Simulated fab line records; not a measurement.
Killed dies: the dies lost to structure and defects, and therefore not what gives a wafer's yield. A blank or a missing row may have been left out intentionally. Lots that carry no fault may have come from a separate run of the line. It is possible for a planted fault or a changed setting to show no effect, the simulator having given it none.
Which of the tools did it? -- flow n5-finfet -- 14 lots with 40 wafers sampled at 7 steps, on a route of 1938 steps

WHAT THE GAUGES READ, wafer by wafer
N5_SD_EPI_P_EPI_MEAS_23. Usual: thk-nm at 61.2 nm, with a standard deviation of 1.2.
lot,measured,on,thk-nm (nm),flag
L124,day 3 16:20,film-metro-01,60.2 59.8,
L126,day 3 23:54,film-metro-02,60.1 61.7 61.2,
L127,day 4 04:24,film-metro-01,60.1 61.8 61.1,
L128,day 4 11:31,film-metro-01,60.6 61.6 61.1,
L129,day 4 15:23,film-metro-02,62.4 60.1 60.3,
L130,day 4 21:58,film-metro-02,61.1 60.9 60.1,
L132,day 5 10:17,film-metro-02,60.9 60.8 61.8,
L134,day 5 21:01,film-metro-01,62.6 62.2 60.3,
L138,day 6 23:29,film-metro-02,1.5 1.8 1.8,OFF
L139,day 7 05:39,film-metro-01,1.1 1.6 0.3,OFF
L142,day 7 20:01,film-metro-02,62.0 60.2 62.5,
L143,day 8 05:13,film-metro-01,60.3 59.6,
L145,day 8 17:19,film-metro-01,64.4 60.5 60.5,
L147,day 9 03:29,film-metro-01,61.1 59.4 60.2,

N5_SD_ACTIVATION_RS_MEAS_03: a four-point-probe measurement. Usual: RS_SD_N 21.96 ohm/sq, standard deviation 0.28; RS_SD_P 55.9 ohm/sq, standard deviation 0.92.
lot,measured,on,RS_SD_N (ohm/sq),RS_SD_P (ohm/sq),flag
L124,day 3 16:57,film-metro-01,21.95 22.04,55.9 55.4,
L126,day 4 00:30,film-metro-02,21.59 21.72 21.76,56.5 55.4 55.3,
L127,day 4 05:10,film-metro-01,21.49 21.46 21.71,54.5 54.7 54.7,
L128,day 4 12:16,film-metro-01,22.10 21.95 21.98,55.3 55.4 54.7,
L129,day 4 16:00,film-metro-01,21.67 21.60 21.62,57.7 56.3 57.4,
L130,day 4 22:40,film-metro-01,22.73 22.69 22.68,55.7 56.2 56.2,
L132,day 5 10:53,film-metro-02,21.83 21.61 21.77,56.5 57.0 56.6,
L134,day 5 21:47,film-metro-02,22.12 21.96 22.14,55.3 55.1 57.3,
L138,day 7 00:22,film-metro-02,21.91 21.88 22.06,- - -,OFF
L139,day 7 06:16,film-metro-02,22.03 21.88 21.69,- - -,OFF
L142,day 7 20:50,film-metro-02,21.73 21.85 22.03,54.8 56.7 55.9,
L143,day 8 05:51,film-metro-01,21.42 21.89,55.3 57.2,
L145,day 8 17:56,film-metro-02,21.80 21.81 21.96,55.0 54.9 55.6,
L147,day 9 04:07,film-metro-02,22.02 22.14 21.69,57.5 59.1 57.5,

N5_BEOL_M4_RC_MEAS_101. Usual: CJ_P 5.7, standard deviation 0.32; DIBL_N 36.2 mV/V, standard deviation 2; DIBL_P 36.1 mV/V, standard deviation 2.4; EOT_P 10.50, standard deviation 0.1; IGATE_P 0.0036 nA/um, standard deviation 0.00059; IOFF_N 0.16 nA/um, standard deviation 0.035; IOFF_P 0.22 nA/um, standard deviation 0.041; IOFF_P_85C 3.7 nA/um, standard deviation 0.58; IOFF_P_LIN 0.102 nA/um, standard deviation 0.015; IOFF_P_LONG 0.000108 nA/um, standard deviation 1.2e-05; ION_N 675 uA/um, standard deviation 14; ION_P 465 uA/um, standard deviation 8.6; RC_DENSE_P 23.9 ohm.um, standard deviation 0.67; RC_P 19.5 ohm.um, standard deviation 0.55; REXT_P 100.3 ohm.um, standard deviation 2.9; RS_SD_P 65.8 ohm/sq, standard deviation 0.91; SS_N 71.5 mV/dec, standard deviation 0.64; SS_P 73.2 mV/dec, standard deviation 0.76; VT_N 250 mV, standard deviation 3.9; VT_P -249 mV, standard deviation 3.4; VT_P_LONG -274.3 mV, standard deviation 3; VT_P_LVT -99 mV, standard deviation 3.4.
lot,measured,on,CJ_P,DIBL_N (mV/V),DIBL_P (mV/V),EOT_P,IGATE_P (nA/um),IOFF_N (nA/um),IOFF_P (nA/um),IOFF_P_85C (nA/um),IOFF_P_LIN (nA/um),IOFF_P_LONG (nA/um),ION_N (uA/um),ION_P (uA/um),RC_DENSE_P (ohm.um),RC_P (ohm.um),REXT_P (ohm.um),RS_SD_P (ohm/sq),SS_N (mV/dec),SS_P (mV/dec),VT_N (mV),VT_P (mV),VT_P_LONG (mV),VT_P_LVT (mV),flag
L124,day 8 07:03,prober-02,6.1 5.8,38.0 38.1,37.1 37.0,10.41 10.67,0.0040 0.0028,0.19 0.19,0.23 0.22,4.0 3.8,0.107 0.103,0.000111 0.000106,692 686,470 465,22.7 22.4,18.5 18.1,102.9 103.5,65.1 65.2,72.1 71.9,73.5 73.8,247 249,-248 -252,-275.7 -273.4,-99 -100,
L126,day 8 09:48,prober-01,5.8 5.6 5.4,36.6 35.3 35.0,36.9 34.8 34.3,10.58 10.59 10.53,0.0029 0.0035 0.0031,0.16 0.14 0.13,0.21 0.18 0.19,3.6 3.2 3.2,0.100 0.091 0.092,0.00011 0.000106 0.000103,677 687 670,460 471 463,23.5 23.1 24.1,19.3 19.0 19.5,98.9 98.5 98.9,66.3 65.3 64.7,71.8 70.9 71.4,72.8 72.4 72.1,248 249 249,-249 -251 -249,-274.9 -274.3 -273.9,-99 -99 -100,
L127,day 9 04:04,prober-02,6.0 6.2 6.0,36.6 35.0 37.3,35.9 33.7 37.3,10.42 10.58 10.44,0.0044 0.0033 0.0038,0.18 0.14 0.20,0.23 0.18 0.25,4.0 3.3 4.4,0.106 0.091 0.114,0.000115 0.000118 0.000114,688 659 688,476 447 469,23.6 23.6 24.5,19.3 19.5 19.9,97.2 97.7 97.9,64.4 65.4 66.0,71.7 71.1 71.7,73.7 72.8 74.3,245 251 241,-248 -252 -246,-273.9 -276.3 -274.9,-94 -99 -94,
L128,day 9 07:08,prober-02,6.0 6.2 5.7,32.9 34.0 33.6,33.1 35.1 35.0,10.37 10.41 10.37,0.0045 0.0040 0.0037,0.10 0.12 0.10,0.15 0.18 0.17,2.7 3.3 3.1,0.076 0.091 0.085,0.000104 0.000109 0.0001,650 658 643,449 463 454,23.9 24.4 23.1,19.3 19.8 18.9,99.3 97.6 96.8,65.6 65.2 65.3,71.1 71.1 70.4,71.9 72.5 73.3,256 254 257,-252 -250 -252,-275.1 -276.4 -275.0,-103 -101 -102,
L129,day 9 17:11,prober-02,5.8 6.0 5.9,38.1 38.1 37.6,38.2 38.2 37.4,10.63 10.54 10.60,0.0024 0.0025 0.0027,0.18 0.17 0.17,0.24 0.24 0.23,4.0 4.0 3.9,0.109 0.109 0.106,0.000105 0.000106 0.000107,681 670 672,465 457 463,24.0 24.3 23.2,19.5 19.7 19.0,99.2 98.4 99.3,67.2 66.5 67.0,72.1 72.8 72.0,74.5 73.7 73.8,247 251 248,-249 -247 -251,-278.3 -276.0 -275.8,-97 -98 -98,
L130,day 9 14:08,prober-01,5.3 5.6 5.6,34.8 35.7 35.7,34.5 36.2 36.0,10.63 10.55 10.46,0.0030 0.0030 0.0038,0.13 0.16 0.16,0.20 0.22 0.23,3.4 3.8 3.8,0.096 0.105 0.106,0.000107 0.000111 0.000109,665 680 675,456 470 476,23.5 24.0 23.4,19.1 19.6 19.0,101.4 101.9 100.7,65.4 65.9 65.6,71.7 71.5 71.6,72.6 73.6 72.8,248 248 249,-251 -246 -249,-273.9 -273.3 -273.0,-99 -98 -97,
L132,day 9 21:13,prober-01,6.0 5.9 6.2,35.8 39.0 36.4,36.1 40.3 37.6,10.56 10.62 10.54,0.0041 0.0031 0.0037,0.17 0.22 0.18,0.22 0.29 0.25,3.7 4.7 4.1,0.108 0.128 0.117,0.000115 0.000111 0.000119,674 679 686,459 463 467,23.0 22.4 23.3,18.7 18.2 19.0,98.4 100.2 99.1,66.2 66.4 67.4,72.0 72.3 70.7,72.8 73.5 74.2,245 248 248,-247 -244 -245,-273.5 -271.7 -273.1,-96 -95 -96,
L134,day 10 10:59,prober-02,6.1 6.0 5.4,36.6 39.9 39.2,35.6 38.2 39.2,10.57 10.41 10.47,0.0029 0.0035 0.0038,0.15 0.20 0.21,0.20 0.24 0.23,3.4 3.9 3.9,0.095 0.107 0.106,0.000103 0.000101 9.2e-05,679 688 693,463 464 468,23.4 24.1 24.0,19.2 19.9 19.6,101.1 102.0 103.5,64.9 65.4 67.0,71.3 72.2 72.0,73.9 74.2 74.3,250 248 246,-251 -248 -249,-276.5 -277.8 -276.3,-101 -99 -99,
L138,day 11 22:15,prober-01,- - -,38.9 39.1 36.9,- - -,- - -,- - -,0.21 0.21 0.16,- - -,- - -,- - -,- - -,693 697 672,- - -,- - -,- - -,- - -,- - -,72.0 71.6 71.2,- - -,242 247 247,- - -,- - -,- - -,OFF
L139,day 12 00:21,prober-02,- - -,37.5 37.6 33.6,- - -,- - -,- - -,0.17 0.17 0.12,- - -,- - -,- - -,- - -,675 680 682,- - -,- - -,- - -,- - -,- - -,72.2 72.6 70.6,- - -,249 250 253,- - -,- - -,- - -,OFF
L142,day 12 08:16,prober-01,5.5 5.5 5.0,37.2 36.1 37.1,38.9 38.3 38.6,10.48 10.50 10.51,0.0036 0.0039 0.0038,0.16 0.16 0.17,0.20 0.20 0.21,3.6 3.6 3.6,0.097 0.099 0.099,8.9e-05 9.6e-05 8.8e-05,670 680 685,458 470 465,24.4 22.6 22.6,19.9 18.6 18.4,103.1 100.4 104.2,64.7 66.4 65.7,71.8 71.5 72.0,73.8 73.7 73.9,249 249 251,-255 -251 -250,-278.6 -277.1 -279.5,-100 -101 -101,
L143,day 13 05:14,prober-02,5.9 5.6,34.1 36.5,34.6 36.2,10.55 10.57,0.0036 0.0035,0.12 0.16,0.19 0.19,3.4 3.3,0.094 0.090,0.0001 9.2e-05,664 652,465 443,22.6 23.7,18.7 19.5,92.6 98.8,64.7 66.0,71.1 72.1,73.1 74.3,257 251,-251 -254,-277.4 -280.0,-104 -106,
L145,day 13 07:56,prober-02,5.1 5.7 5.3,35.1 39.0 39.5,34.5 38.9 40.1,10.40 10.50 10.55,0.0038 0.0030 0.0031,0.12 0.17 0.18,0.15 0.20 0.21,2.7 3.5 3.7,0.074 0.092 0.095,8.1e-05 8.6e-05 8.1e-05,673 664 679,450 453 456,23.7 24.7 24.9,19.4 20.1 20.3,98.6 98.2 98.8,64.4 65.5 65.7,70.5 72.7 72.6,73.3 74.4 73.8,255 254 256,-255 -252 -253,-281.6 -281.9 -278.7,-107 -103 -103,
L147,day 14 02:49,prober-01,5.7 5.4 5.6,36.4 36.0 33.9,36.3 36.5 33.8,10.61 10.55 10.56,0.0032 0.0030 0.0034,0.15 0.14 0.12,0.18 0.18 0.16,3.3 3.3 2.8,0.088 0.088 0.079,9.1e-05 8.7e-05 8.9e-05,654 671 669,446 454 458,24.9 25.2 24.7,20.7 20.7 20.1,104.9 105.8 104.7,66.9 68.5 67.9,71.6 71.5 70.8,73.3 73.3 71.7,257 254 254,-255 -254 -256,-278.0 -277.9 -277.5,-103 -104 -104,

WHAT TOOL EACH LOT RAN ON (gives the tool, then ch and the chambers of the sampled wafers, and finally the start)
lot,N5_SD_EPI_N_LINER_46,N5_SD_EPI_P_PRECLEAN_51,N5_SD_ACTIVATION_RTA_00,N5_ILD0_LINER_00
L124,"ald-sin-01 ch 0,2, day 3 11:11","epi-rpcvd-03 ch 0, day 3 12:58","rtp-anneal-02 ch 0, day 3 16:34","ald-sin-01 ch 1,3, day 3 17:17"
L126,"ald-sin-03 ch 2,3, day 3 19:36","epi-rpcvd-03 ch 0, day 3 21:20","rtp-anneal-01 ch 0, day 4 00:06","ald-sin-01 ch 1,2, day 4 00:58"
L127,"ald-sin-01 ch 1,3, day 4 00:07","epi-rpcvd-04 ch 0, day 4 01:50","rtp-anneal-02 ch 0, day 4 04:46","ald-sin-01 ch 0,1,2, day 4 05:37"
L128,"ald-sin-01 ch 0,1,2, day 4 06:58","epi-rpcvd-01 ch 0, day 4 08:57","rtp-anneal-02 ch 0, day 4 11:52","ald-sin-04 ch 0,1,2, day 4 12:40"
L129,"ald-sin-02 ch 0,2, day 4 11:04","epi-rpcvd-03 ch 0, day 4 12:51","rtp-anneal-02 ch 0, day 4 15:37","ald-sin-01 ch 0,1, day 4 16:20"
L130,"ald-sin-02 ch 1,2, day 4 17:40","epi-rpcvd-04 ch 0, day 4 19:26","rtp-anneal-01 ch 0, day 4 22:16","ald-sin-02 ch 0,1,2, day 4 23:05"
L132,"ald-sin-01 ch 1,3, day 5 05:30","epi-rpcvd-01 ch 0, day 5 07:44","rtp-anneal-02 ch 0, day 5 10:29","ald-sin-01 ch 1,2, day 5 11:23"
L134,"ald-sin-03 ch 0,1,2, day 5 16:43","epi-rpcvd-01 ch 0, day 5 18:28","rtp-anneal-01 ch 0, day 5 21:23","ald-sin-02 ch 1,2,3, day 5 22:16"
L138,"ald-sin-02 ch 0,2,3, day 6 19:11","epi-rpcvd-04, day 6 20:55","rtp-anneal-02 ch 0, day 6 23:57","ald-sin-04 ch 0,1,2, day 7 00:51"
L139,"ald-sin-01 ch 1,3, day 7 01:02","epi-rpcvd-01, day 7 03:07","rtp-anneal-01 ch 0, day 7 05:53","ald-sin-01 ch 0,1,3, day 7 06:37"
L142,"ald-sin-03 ch 0,2,3, day 7 15:52","epi-rpcvd-01 ch 0, day 7 17:29","rtp-anneal-01 ch 0, day 7 20:17","ald-sin-04 ch 1,2, day 7 21:10"
L143,"ald-sin-03 ch 0,1, day 8 00:55","epi-rpcvd-04 ch 0, day 8 02:41","rtp-anneal-02 ch 0, day 8 05:27","ald-sin-02 ch 0,2, day 8 06:31"
L145,"ald-sin-01 ch 0,2,3, day 8 12:25","epi-rpcvd-04 ch 0, day 8 14:46","rtp-anneal-01 ch 0, day 8 17:31","ald-sin-04 ch 0,1,2, day 8 18:18"
L147,"ald-sin-01 ch 1,2,3, day 8 23:13","epi-rpcvd-04 ch 0, day 9 00:56","rtp-anneal-02 ch 0, day 9 03:43","ald-sin-02 ch 0,1,2, day 9 04:35"
- N5_SD_EPI_N_LINER_46: material SiNx, target thk 3 nm.
- N5_SD_EPI_P_PRECLEAN_51: cleans in NF3:NH3, afs cycles 1, time 20 s, sublimation time 60 s.
- N5_SD_ACTIVATION_RTA_00: time 0 s.
- N5_ILD0_LINER_00: material SiNx, target thk 4 nm, pulse time 1 s, purge time 2 s.

AS READ BY THE TOOLS THEMSELVES (means over the sampled wafers that have a number; for cases with no such wafer, the mark the record gives instead)
N5_SD_EPI_N_LINER_46. Usual: heater-power-w at 807 W, with a standard deviation of 61.
lot,tool,heater-power-w (W),flag
L124,ald-sin-01,844,
L126,ald-sin-03,853,
L127,ald-sin-01,710,
L128,ald-sin-01,810,
L129,ald-sin-02,834,
L130,ald-sin-02,888,
L132,ald-sin-01,732,
L134,ald-sin-03,799,
L138,ald-sin-02,825,
L139,ald-sin-01,704,
L142,ald-sin-03,814,
L143,ald-sin-03,764,
L145,ald-sin-01,806,
L147,ald-sin-01,781,

N5_SD_EPI_P_PRECLEAN_51. Usual: chamber-pressure-Torr 3.001 Torr, standard deviation 0.0073; sublimation-temp-c 179.97 C, standard deviation 0.17.
lot,tool,chamber-pressure-Torr (Torr),sublimation-temp-c (C),flag
L124,epi-rpcvd-03,3.005,180.07,
L126,epi-rpcvd-03,2.999,179.84,
L127,epi-rpcvd-04,2.998,179.77,
L128,epi-rpcvd-01,3.001,180.12,
L129,epi-rpcvd-03,2.999,179.61,
L130,epi-rpcvd-04,3.004,180.13,
L132,epi-rpcvd-01,3.003,179.98,
L134,epi-rpcvd-01,3.000,180.01,
L138,epi-rpcvd-04,-,-,OFF
L139,epi-rpcvd-01,-,-,OFF
L142,epi-rpcvd-01,2.992,180.05,
L143,epi-rpcvd-04,2.995,179.96,
L145,epi-rpcvd-04,3.003,180.02,
L147,epi-rpcvd-04,2.997,180.17,

N5_SD_ACTIVATION_RTA_00. Usual: lamp-power-pct 8.96 %, standard deviation 0.057; lamp_zone_1_pct 8.953 %, standard deviation 0.027; lamp_zone_3_pct 8.952 %, standard deviation 0.029; wafer_temp_C_max 974.7, standard deviation 2.
lot,tool,lamp-power-pct (%),lamp_zone_1_pct (%),lamp_zone_3_pct (%),wafer_temp_C_max,flag
L124,rtp-anneal-02,9.02,8.975,8.977,973.0,
L126,rtp-anneal-01,8.97,8.954,8.937,975.3,
L127,rtp-anneal-02,8.96,8.972,8.959,972.4,
L128,rtp-anneal-02,8.91,8.966,8.955,974.9,
L129,rtp-anneal-02,8.97,8.959,8.953,973.8,
L130,rtp-anneal-01,8.98,8.963,8.934,973.7,
L132,rtp-anneal-02,8.97,8.961,8.965,975.2,
L134,rtp-anneal-01,8.99,8.975,8.961,974.3,
L138,rtp-anneal-02,8.93,8.924,8.952,974.3,
L139,rtp-anneal-01,8.98,8.957,8.958,973.5,
L142,rtp-anneal-01,8.91,8.946,8.981,974.5,
L143,rtp-anneal-02,8.92,8.927,8.951,971.1,
L145,rtp-anneal-01,8.89,8.930,8.942,974.9,
L147,rtp-anneal-02,8.92,8.968,8.914,974.9,

N5_ILD0_LINER_00. Usual: heater-power-w 821 W, standard deviation 73; precursor-pulse-height-rel 1.000, standard deviation 0.019.
lot,tool,heater-power-w (W),precursor-pulse-height-rel,flag
L124,ald-sin-01,722,1.030,
L126,ald-sin-01,772,1.004,
L127,ald-sin-01,801,1.004,
L128,ald-sin-04,833,0.988,
L129,ald-sin-01,760,1.015,
L130,ald-sin-02,862,1.008,
L132,ald-sin-01,825,1.007,
L134,ald-sin-02,851,0.976,
L138,ald-sin-04,836,1.007,
L139,ald-sin-01,751,0.997,
L142,ald-sin-04,862,1.019,
L143,ald-sin-02,856,0.998,
L145,ald-sin-04,820,0.995,
L147,ald-sin-02,860,1.012,

THE ANSWER, worked out from the rows above alone
Rule: lot off if the mean of its wafers having a number is beyond 3 standard deviations from the usual mean. A lot without any number at a reading at which 4 lots or more have one is off too. Any other lot the step has rows for is counted as sound. After the gauges, taken in route order, come the tools' own readings; for these a lot's mean is taken, as printed above. The first step at which some lot is off is used, and at that step the reading that is off furthest; a lot without a number counts as furthest.
Off: L138, L139, at N5_SD_EPI_P_EPI_MEAS_23 (thk-nm).
A tool fits if, at a process step before that reading, it ran every lot that is off, and no sound lot after the first of them. Not tried: the gauges at N5_SD_EPI_P_EPI_MEAS_23; whatever is off there is also off at N5_BEOL_M4_RC_MEAS_101, on other tools, and gauge error can't account for it. No candidate that was tried fits.

WHAT THE SIMULATOR HAD PUT IN
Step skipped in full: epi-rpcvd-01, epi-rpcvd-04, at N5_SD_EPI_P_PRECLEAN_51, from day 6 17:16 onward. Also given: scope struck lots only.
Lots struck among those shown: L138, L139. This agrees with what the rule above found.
